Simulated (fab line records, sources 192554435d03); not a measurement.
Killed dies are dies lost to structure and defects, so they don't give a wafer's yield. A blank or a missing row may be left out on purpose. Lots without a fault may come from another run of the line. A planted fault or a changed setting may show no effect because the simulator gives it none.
fab line records | flow n5_finfet | part 1 of 2: steps 1 to 19 of 29
record lots=5 wafers=15 last_day=19
route steps=1938 shown HKMG_FIN@399
lots that met no fault: from a run of the same line without faults
start_h: hours from the record's first day to the start of the lot's first wafer shown | wait_h: hours since the lot's step before | " the same as in the row above | L1.1+2: a row that stands for several wafers | - no value, or no start given | * or withheld: withheld | < > ~ a bound
route shown NAME@n: a module of which the file shows steps, and the number in the route of the first | usual: mean/standard deviation of fault-free wafers | same: alike in all rows | chamber/n: place in a boat | sites: the reading at each site | _std_site: their standard deviation | _edge_site: outer sites' mean less inner sites' | radius_mm: how far each site lies from the wafer's centre | mask NAME#n: copy n | behind: the tool/chamber that last shaped the wafer | hold: why the lot was held/for how many hours/how that ended | device: the transistor (n, p or np) that didn't switch | end of line: the same wafers' tests at the end of the route | a step without rows: its recipe alone | killed: dies lost to structure and defects at the first sort, not the wafer's yield | map: a wafer's dies, x killed, . not, _ none there
set.NAME: the setting as run; set.NAME@STEP: as run at that earlier step | model.NAME: the simulator's own value behind a step, which no gauge read
lots at some steps of the route; a table a step, a row a wafer
services: from which hour (start_h, from the record's first day; less than 0 if before it) a tool's chamber was out of use, for how many hours, and why
## steps
# step N5_HKMG_FIN_OVL_MEAS_50
# recipe points_per_wafer=44
# usual NDIPOLE_OVL=0.4/0.76
# columns lot.wafer tool chamber start_h wait_h NDIPOLE_OVL[nm]
L079.2 overlay-02 0 103.00 0.0 1.8
L079.4 " 0 " " 0.8
L079.5 " 0 " " 1.4
L081.3 overlay-01 0 115.64 0.0 1.2
L081.4 " 0 " " 0.5
L081.6 " 0 " " 0.6
L086.2 overlay-01 0 146.26 0.0 1.3
L086.4 " 0 " " -0.1
L086.6 " 0 " " 0.2
L087.1 overlay-01 0 150.62 0.0 1.4
L087.3 " 0 " " 1.3
L087.4 " 0 " " 1.6
L097.2 overlay-01 0 212.92 0.0 -0.2
L097.4 " 0 " " -0.4
L097.5 " 0 " " 0.0
# step N5_HKMG_FIN_INSPECT_61
# recipe mode=adi inspect_instrument=macro
# usual raw_defect_count=2.0/1.4
# columns lot.wafer tool chamber start_h wait_h raw_defect_count
L079.2 defect_inspect-02 - 103.02 0.0 0
L079.4 " - " " 3
L079.5 " - " " 1
L081.3 defect_inspect-02 - 115.67 0.0 3
L081.4 " - " " 3
L081.6 " - " " 0
L086.2 defect_inspect-02 - 146.28 0.0 1
L086.4 " - " " 3
L086.6 " - " " 2
L087.1 defect_inspect-02 - 150.64 0.0 0
L087.3 " - " " 2
L087.4 " - " " 0
L097.2 defect_inspect-01 - 212.94 0.0 2
L097.4 " - " " 1
L097.5 " - " " 1
# step N5_HKMG_FIN_DESCUM_53
# recipe chemistry=O2 time_s=7.9 source_power_w=50 bias_power_w=20 pressure_mtorr=20 rf_frequency_hz=2.712e+07 temp_c=40 resist=CAR-ArF o2_flow_sccm=225
# usual bias_power_w=20.00/0.058 drypump_motor_current_A=5.7/0.43 oes_product_au=0.79/0.098 rf_vpp_V=243.4/1.1 showerhead_plenum_p_Torr=2.11/0.047 throttle_valve_pct=20.46/0.24
# columns lot.wafer tool chamber start_h wait_h bias_power_w drypump_motor_current_A oes_product_au rf_hours_counter_h rf_vpp_V showerhead_plenum_p_Torr throttle_valve_pct
L079.2 rie_diel-06 3 103.06 0.0 19.99 5.8 0.75 151 242.7 2.11 20.57
L079.4 " 1 " " 20.03 5.7 0.90 17 243.2 2.12 19.96
L079.5 " 0 " " 19.96 5.8 0.95 - 245.2 2.13 20.34
L081.3 rie_diel-05 0 115.70 0.0 19.97 6.2 0.75 147 242.7 2.11 20.79
L081.4 " 2 " " 20.15 5.5 0.70 195 241.9 2.09 20.45
L081.6 " 3 " " 19.96 5.3 0.95 - 244.5 2.13 20.18
L086.2 rie_diel-05 1 146.32 0.0 20.04 5.4 0.74 162 241.9 2.08 20.60
L086.4 " 0 " " 20.01 6.2 0.73 159 244.8 2.11 20.80
L086.6 " 2 " " 20.10 5.5 0.69 - 242.5 2.08 20.45
L087.1 rie_diel-02 1 150.67 0.0 20.02 5.0 0.71 217 242.0 2.07 20.52
L087.3 " 2 " " 19.97 5.8 0.88 34 244.5 2.13 20.36
L087.4 " 3 " " 19.99 6.3 0.98 2 245.1 2.23 20.24
L097.2 rie_diel-02 3 212.97 0.0 20.11 6.3 0.91 25 245.6 2.22 20.28
L097.4 " 3 " " 20.05 6.3 0.91 - 244.5 2.22 20.26
L097.5 " 1 " " 20.00 5.0 0.68 - 242.8 2.07 20.54
# step N5_HKMG_FIN_ETCH_54
# recipe chemistry=CF4 target=SiARC target_depth_a=455 mask_material=CAR-ArF time_s=75.8 ion_energy_ev=80 pressure_mtorr=40 source_w=545 bias_w=36 Ar_flow_sccm=100 cf4_flow_sccm=100 ends=cleared
# usual bias_w=36.00/0.12 drypump_motor_current_A=5.7/0.43 etch_rf_on_time_s=75.7/1.8 oes_product_au=0.67/0.084 rf_vpp_V=184.3/1 showerhead_plenum_p_Torr=2.16/0.047 throttle_valve_pct=15.63/0.2
# columns lot.wafer tool chamber start_h wait_h bias_w drypump_motor_current_A etch_rf_on_time_s oes_product_au rf_hours_counter_h rf_vpp_V showerhead_plenum_p_Torr throttle_valve_pct
L079.2 rie_diel-06 3 103.09 0.0 36.07 5.8 74.1 0.65 151 184.3 2.13 15.60
L079.4 " 1 " " 36.01 5.8 73.8 0.77 17 182.1 2.20 15.34
L079.5 " 0 " " 36.20 5.8 74.9 0.80 - 184.3 2.19 15.44
L081.3 rie_diel-05 0 115.74 0.0 35.79 6.2 75.7 0.63 147 183.8 2.14 15.73
L081.4 " 2 " " 35.95 5.5 77.3 0.60 195 184.8 2.13 15.67
L081.6 " 3 " " 36.10 5.3 71.7 0.82 - 183.5 2.18 15.29
L086.2 rie_diel-05 1 146.35 0.0 36.02 5.4 74.9 0.64 162 183.5 2.13 15.81
L086.4 " 0 " " 35.93 6.2 77.1 0.61 159 184.6 2.13 15.76
L086.6 " 2 " " 35.96 5.5 78.2 0.59 - 183.6 2.13 15.69
L087.1 rie_diel-02 1 150.71 0.0 36.02 4.9 78.6 0.59 217 182.7 2.11 15.67
L087.3 " 2 " " 36.04 5.8 75.0 0.75 34 184.5 2.18 15.48
L087.4 " 3 " " 36.06 6.4 74.5 0.83 2 186.0 2.27 15.45
L097.2 rie_diel-02 3 213.01 0.0 35.97 6.3 74.6 0.77 25 186.0 2.26 15.47
L097.4 " 3 " " 35.85 6.3 74.3 0.77 - 184.7 2.26 15.47
L097.5 " 1 " " 36.00 5.0 79.2 0.58 - 182.8 2.11 15.71
# step N5_HKMG_FIN_ETCH_55
# recipe chemistry=N2/H2 target=SOC target_depth_a=2400 temp_c=40 time_s=300 ion_energy_ev=200 mask_material=SiARC pressure_mtorr=30 source_w=840 bias_w=150 n2_flow_sccm=200 h2_flow_sccm=200
# usual bias_w=150.0/0.43 drypump_motor_current_A=5.7/0.43 oes_product_au=0.79/0.097 rf_vpp_V=524.6/1.8 showerhead_plenum_p_Torr=2.56/0.06 throttle_valve_pct=17.84/0.16
# columns lot.wafer tool chamber start_h wait_h bias_w drypump_motor_current_A oes_product_au rf_hours_counter_h rf_vpp_V showerhead_plenum_p_Torr throttle_valve_pct
L079.2 rie_diel-06 3 103.15 0.0 149.2 5.8 0.76 151 524.0 2.52 17.73
L079.4 " 1 " " 150.5 5.7 0.91 17 526.7 2.63 17.68
L079.5 " 0 " " 149.5 5.8 0.95 - 525.4 2.59 17.77
L081.3 rie_diel-05 0 115.79 0.0 149.7 6.2 0.73 147 524.5 2.53 17.97
L081.4 " 2 " " 150.9 5.5 0.70 195 522.3 2.53 17.82
L081.6 " 3 " " 150.0 5.3 0.95 - 525.9 2.61 17.79
L086.2 rie_diel-05 1 146.41 0.0 149.7 5.4 0.75 162 525.3 2.54 18.03
L086.4 " 0 " " 150.1 6.3 0.73 159 525.1 2.53 17.99
L086.6 " 2 " " 150.3 5.5 0.69 - 523.0 2.52 17.83
L087.1 rie_diel-02 1 150.77 0.0 150.5 5.0 0.69 217 523.4 2.50 17.88
L087.3 " 2 " " 149.6 5.8 0.86 34 525.4 2.58 17.76
L087.4 " 3 " " 149.8 6.4 0.97 2 528.6 2.69 17.42
L097.2 rie_diel-02 3 213.07 0.0 150.0 6.4 0.92 25 528.3 2.68 17.46
L097.4 " 3 " " 149.8 6.4 0.91 - 528.4 2.68 17.46
L097.5 " 1 " " 150.0 5.0 0.69 - 522.1 2.50 17.92
# step N5_HKMG_FIN_STRIP_56
# recipe chemistry=N2/H2 temp_c=40 n2_flow_sccm=200 h2_flow_sccm=200 rf_frequency_hz=6e+07
# columns lot.wafer tool chamber start_h wait_h
L079.2+4+5 rie_diel-06 3,1,0 103.33 0.1
L081.3+4+6 rie_diel-05 0,2,3 115.97 0.1
L086.2+4+6 rie_diel-05 1,0,2 146.59 0.1
L087.1+3+4 rie_diel-02 1,2,3 150.95 0.1
L097.2+4+5 rie_diel-02 3,3,1 213.25 0.1
# step N5_HKMG_FIN_STRIP_57
# recipe chemistry=CF4 resist=SiARC power_w=300 bias_power_w=75 pressure_mtorr=50 cf4_flow_sccm=150 rf_frequency_hz=6e+07
# usual bias_power_w=75.01/0.2 drypump_motor_current_A=5.7/0.43 oes_product_au=0.78/0.088 rf_vpp_V=271.6/1.3 showerhead_plenum_p_Torr=1.81/0.042 throttle_valve_pct=13.61/0.22
# columns lot.wafer tool chamber start_h wait_h bias_power_w drypump_motor_current_A oes_product_au rf_hours_counter_h rf_vpp_V showerhead_plenum_p_Torr throttle_valve_pct
L079.2 rie_diel-06 3 103.34 0.0 74.70 5.8 0.75 151 270.7 1.78 13.60
L079.4 " 1 " " 74.88 5.8 0.88 17 272.5 1.84 13.32
L079.5 " 0 " " 75.57 5.8 0.94 - 273.0 1.84 13.41
L081.3 rie_diel-05 0 115.98 0.0 74.74 6.2 0.73 147 270.6 1.79 13.70
L081.4 " 2 " " 75.10 5.5 0.70 195 270.1 1.79 13.66
L081.6 " 3 " " 75.00 5.3 0.91 - 270.9 1.82 13.23
L086.2 rie_diel-05 1 146.60 0.0 75.11 5.4 0.74 162 270.9 1.79 13.82
L086.4 " 0 " " 75.03 6.2 0.72 159 271.1 1.78 13.73
L086.6 " 2 " " 74.97 5.5 0.69 - 269.6 1.78 13.69
L087.1 rie_diel-02 1 150.96 0.0 75.01 5.0 0.70 217 272.9 1.76 13.63
L087.3 " 2 " " 75.26 5.7 0.86 34 273.0 1.83 13.46
L087.4 " 3 " " 74.84 6.4 0.95 2 273.9 1.91 13.42
L097.2 rie_diel-02 3 213.26 0.0 74.93 6.4 0.88 25 274.5 1.91 13.48
L097.4 " 3 " " 74.79 6.4 0.89 - 274.0 1.91 13.46
L097.5 " 1 " " 74.78 5.0 0.69 - 270.4 1.76 13.67
# step N5_HKMG_FIN_ETCH_58
# recipe chemistry=N2/H2 target=SOC target_depth_a=2158 ion_energy_ev=50 bias_w=13 time_s=741 pressure_mtorr=30 source_w=875 n2_flow_sccm=200 h2_flow_sccm=200
# usual bias_w=13.00/0.04 drypump_motor_current_A=5.7/0.43 oes_product_au=0.79/0.099 rf_vpp_V=99.3/0.96 showerhead_plenum_p_Torr=2.56/0.06 throttle_valve_pct=17.80/0.16
# columns lot.wafer tool chamber start_h wait_h bias_w drypump_motor_current_A oes_product_au rf_hours_counter_h rf_vpp_V showerhead_plenum_p_Torr throttle_valve_pct
L079.2 rie_diel-06 3 103.36 0.0 13.07 5.8 0.75 152 97.7 2.52 17.70
L079.4 " 1 " " 12.97 5.8 0.91 17 98.9 2.62 17.62
L079.5 " 0 " " 13.04 5.8 0.93 - 99.7 2.59 17.72
L081.3 rie_diel-05 0 116.00 0.0 13.02 6.2 0.74 147 99.1 2.54 17.92
L081.4 " 2 " " 13.04 5.5 0.70 195 98.2 2.53 17.78
L081.6 " 3 " " 13.01 5.3 0.95 - 99.1 2.61 17.73
L086.2 rie_diel-05 1 146.62 0.0 13.02 5.4 0.74 162 98.5 2.54 18.00
L086.4 " 0 " " 13.02 6.2 0.71 159 98.7 2.53 17.94
L086.6 " 2 " " 13.04 5.5 0.68 - 99.7 2.52 17.80
L087.1 rie_diel-02 1 150.98 0.0 13.03 5.0 0.70 217 99.8 2.50 17.85
L087.3 " 2 " " 13.00 5.8 0.88 34 97.8 2.58 17.71
L087.4 " 3 " " 13.02 6.4 0.97 3 101.0 2.69 17.36
L097.2 rie_diel-02 3 213.28 0.0 13.00 6.3 0.90 25 100.8 2.68 17.40
L097.4 " 3 " " 12.97 6.3 0.91 - 99.4 2.68 17.39
L097.5 " 1 " " 13.01 5.0 0.68 - 99.2 2.50 17.86
# step N5_HKMG_FIN_STRIP_93
# recipe chemistry=N2/H2 material=SOC time_s=20 power_w=500 temp_c=40 pressure_mtorr=50 rf_frequency_hz=6e+07 bias_power_w=8 h2_frac=0.5 n2_flow_sccm=300 h2_flow_sccm=300
# usual bias_power_w=7.999/0.023 drypump_motor_current_A=5.7/0.43 oes_product_au=0.79/0.099 rf_vpp_V=54.4/0.73 showerhead_plenum_p_Torr=3.38/0.077 throttle_valve_pct=19.02/0.28
# columns lot.wafer tool chamber start_h wait_h bias_power_w drypump_motor_current_A oes_product_au rf_hours_counter_h rf_vpp_V showerhead_plenum_p_Torr throttle_valve_pct
L079.2 rie_diel-06 3 103.78 0.2 8.000 5.8 0.76 152 53.6 3.33 18.81
L079.4 " 1 " " 8.002 5.8 0.91 17 54.2 3.46 18.95
L079.5 " 0 " " 7.982 5.9 0.93 - 53.9 3.42 19.28
L081.3 rie_diel-05 0 116.43 0.2 7.996 6.2 0.74 147 56.0 3.35 19.10
L081.4 " 2 " " 7.991 5.5 0.71 195 54.0 3.34 18.93
L081.6 " 3 " " 8.005 5.3 0.96 - 54.3 3.45 19.33
L086.2 rie_diel-05 1 147.04 0.2 7.972 5.4 0.75 162 55.4 3.35 19.08
L086.4 " 0 " " 7.996 6.2 0.72 159 54.3 3.34 19.14
L086.6 " 2 " " 7.999 5.5 0.68 - 55.2 3.34 18.96
L087.1 rie_diel-02 1 151.40 0.2 7.974 5.0 0.69 218 54.2 3.31 19.08
L087.3 " 2 " " 7.999 5.8 0.87 34 53.1 3.41 19.07
L087.4 " 3 " " 8.021 6.4 0.98 3 55.7 3.55 18.19
L097.2 rie_diel-02 3 213.70 0.2 7.984 6.4 0.91 26 54.8 3.53 18.23
L097.4 " 3 " " 7.967 6.4 0.91 - 54.8 3.53 18.23
L097.5 " 1 " " 8.036 5.0 0.68 - 53.7 3.30 19.08
# step N5_HKMG_FIN_WET_ETCH_76
# recipe chemistry=dNH4OH mix=1:50 temp_c=25 target=Al2O3 stop_on=La2O3 target_depth_nm=2.25 dry=ipa_marangoni rinse_time_s=30 rinse_temp_c=23
# columns lot.wafer tool chamber start_h wait_h
L079.2+4+5 wet_bench-05 2,1,0 103.87 0.1
L081.3+4+6 wet_bench-03 6,4,5 116.51 0.1
L086.2+4+6 wet_bench-03 0,3,7 147.13 0.1
L087.1+3+4 wet_bench-05 6,4,1 151.48 0.1
L097.2+4+5 wet_bench-05 5,3,0 213.78 0.1
# step N5_HKMG_FIN_STRIP_60
# recipe chemistry=N2/H2 power_w=2500 temp_c=300 h2_frac=0.65 time_s=360 pressure_mtorr=withheld n2_flow_sccm=1750 h2_flow_sccm=3250
# usual drypump_motor_current_A=5.6/0.43 heater_power_w=464/27
# columns lot.wafer tool chamber start_h wait_h drypump_motor_current_A heater_power_w rf_hours_counter_h
L079.2 plasma_asher-02 1 103.94 0.0 5.1 479 50
L079.4 " 0 " " 5.2 448 -
L079.5 " 0 " " 5.2 457 -
L081.3 plasma_asher-01 1 116.70 0.1 6.2 483 -
L081.4 " 0 " " 5.4 438 -
L081.6 " 0 " " 5.4 425 -
L086.2 plasma_asher-02 1 147.19 0.0 5.1 490 58
L086.4 " 0 " " 5.2 463 -
L086.6 " 1 " " 5.1 502 -
L087.1 plasma_asher-02 1 151.55 0.0 5.1 495 59
L087.3 " 1 " " 5.1 491 -
L087.4 " 0 " " 5.2 457 -
L097.2 plasma_asher-02 1 213.85 0.0 5.1 481 70
L097.4 " 1 " " 5.1 488 -
L097.5 " 0 " " 5.2 434 -
# step N5_HKMG_FIN_WET_ETCH_77
# recipe chemistry=dHCl mix=1:10000 temp_c=25 target=La2O3 stop_on=HfO2 target_depth_nm=2
# columns lot.wafer tool chamber start_h wait_h
L079.2+4+5 wet_bench-05 3,7,4 104.33 0.3
L081.3+4+6 wet_bench-05 4,3,0 116.97 0.1
L086.2+4+6 wet_bench-05 6,3,4 147.58 0.3
L087.1+3+4 wet_bench-05 4,5,1 151.94 0.3
L097.2+4+5 wet_bench-03 6,1,4 214.24 0.3
# step N5_HKMG_FIN_WET_ETCH_78
# recipe chemistry=dNH4OH mix=1:50 temp_c=25 target=Al2O3 stop_on=La2O3 target_depth_nm=4.5 dry=ipa_marangoni rinse_time_s=30 rinse_temp_c=23
# columns lot.wafer tool chamber start_h wait_h
L079.2+4+5 wet_bench-05 3,7,4 104.36 0.0
L081.3+4+6 wet_bench-05 4,3,0 117.00 0.0
L086.2+4+6 wet_bench-05 6,3,4 147.61 0.0
L087.1+3+4 wet_bench-05 4,5,1 151.97 0.0
L097.2+4+5 wet_bench-03 6,1,4 214.27 0.0
# step N5_HKMG_FIN_ALD_79
# recipe material=TiN target_thk_a=15 temp_c=400 ald_precursor_family=TiCl4 ald_co_reactant=NH3 pulse_time_s=1 purge_time_s=3 co_reactant_purge_time_s=2 co_reactant_pulse_time_s=2 ald_cycles=68 pressure_torr=3
# usual heater_power_w=879/100 precursor_pulse_height_rel=1.000/0.019 susceptor_temp_C=400.00/0.22
# columns lot.wafer tool chamber start_h wait_h heater_power_w precursor_pulse_height_rel susceptor_temp_C
L079.2 ald_metal-04 1 104.44 0.0 861 1.008 400.11
L079.4 " 3 " " 705 1.024 400.02
L079.5 " 1 " " 849 0.990 400.31
L081.3 ald_metal-04 0 117.07 0.0 909 0.989 399.84
L081.4 " 2 " " 848 0.982 399.92
L081.6 " 3 " " 679 1.011 399.77
L086.2 ald_metal-02 0 147.68 0.0 924 1.022 399.87
L086.4 " 0 " " 929 0.999 399.97
L086.6 " 1 " " 829 0.983 399.82
L087.1 ald_metal-04 1 152.04 0.0 855 1.024 400.39
L087.3 " 2 " " 839 0.995 399.94
L087.4 " 3 " " 703 1.003 400.10
L097.2 ald_metal-02 2 214.34 0.0 727 1.001 400.40
L097.4 " 3 " " 787 0.973 400.01
L097.5 " 3 " " 792 0.975 400.20
# step N5_HKMG_FIN_CVD_62
# recipe material=a-Si target_thk_a=30 temp_c=500 precursor=Si2H6 pressure_torr=1 time_s=20.8
# usual heater_power_w=1368/69 susceptor_temp_C=500.02/0.27
# columns lot.wafer tool chamber start_h wait_h heater_power_w susceptor_temp_C
L079.2 thermal_cvd_si-02 0 104.80 0.2 1272 499.89
L079.4 " 2 " " 1322 500.11
L079.5 " 0 " " 1271 500.31
L081.3 thermal_cvd_si-02 2 117.44 0.2 1321 500.17
L081.4 " 2 " " 1327 499.67
L081.6 " 0 " " 1341 500.79
L086.2 thermal_cvd_si-01 1 148.04 0.2 1345 500.26
L086.4 " 2 " " 1377 500.01
L086.6 " 1 " " 1349 500.10
L087.1 thermal_cvd_si-02 1 152.40 0.2 1371 499.62
L087.3 " 0 " " 1316 500.24
L087.4 " 1 " " 1347 499.74
L097.2 thermal_cvd_si-01 2 214.70 0.2 1396 499.74
L097.4 " 2 " " 1386 499.72
L097.5 " 0 " " 1512 499.49
# step N5_HKMG_FIN_RTA_80
# recipe temp_c=withheld time_s=2 ambient=N2 idle_temp_c=600 ramp_up_c_per_s=150 ramp_down_c_per_s=60 cool_to_c=600
# columns lot.wafer tool chamber start_h wait_h
L079.2+4+5 rtp_anneal-02 0 104.95 0.1
L081.3+4+6 rtp_anneal-02 0 117.61 0.1
L086.2+4+6 rtp_anneal-02 0 148.20 0.1
L087.1+3+4 rtp_anneal-01 0 152.54 0.1
L097.2+4+5 rtp_anneal-01 0 214.86 0.1
# step N5_HKMG_FIN_PRECLEAN_64
# recipe chemistry=dHF time_s=30 temp_c=25 dilution=withheld
# columns lot.wafer tool chamber start_h wait_h
L079.2+4+5 wet_bench-05 7,1,3 105.08 0.1
L081.3+4+6 wet_bench-05 1,3,2 117.72 0.1
L086.2+4+6 wet_bench-05 3,7,5 148.32 0.1
L087.1+3+4 wet_bench-06 6,7,5 152.68 0.1
L097.2+4+5 wet_bench-03 6,2,5 214.98 0.1
# step N5_HKMG_FIN_WET_ETCH_65
# recipe chemistry=TMAH temp_c=70 conc_wt_pct=5 target=a-Si stop_on=TiN time_s=49 target_depth_nm=3
# columns lot.wafer tool chamber start_h wait_h
L079.2+4+5 wet_bench-05 7,1,3 105.09 0.0
L081.3+4+6 wet_bench-05 1,3,2 117.74 0.0
L086.2+4+6 wet_bench-05 3,7,5 148.33 0.0
L087.1+3+4 wet_bench-06 6,7,5 152.69 0.0
L097.2+4+5 wet_bench-03 6,2,5 214.99 0.0
# step N5_HKMG_FIN_WET_ETCH_81
# recipe chemistry=SC1 target=TiN stop_on=HfO2 mix=1:1:5 temp_c=60 time_s=57 target_depth_nm=6
# columns lot.wafer tool chamber start_h wait_h
L079.2+4+5 wet_bench-05 7,1,3 105.11 0.0
L081.3+4+6 wet_bench-05 1,3,2 117.75 0.0
L086.2+4+6 wet_bench-05 3,7,5 148.35 0.0
L087.1+3+4 wet_bench-06 6,7,5 152.71 0.0
L097.2+4+5 wet_bench-03 6,2,5 215.01 0.0
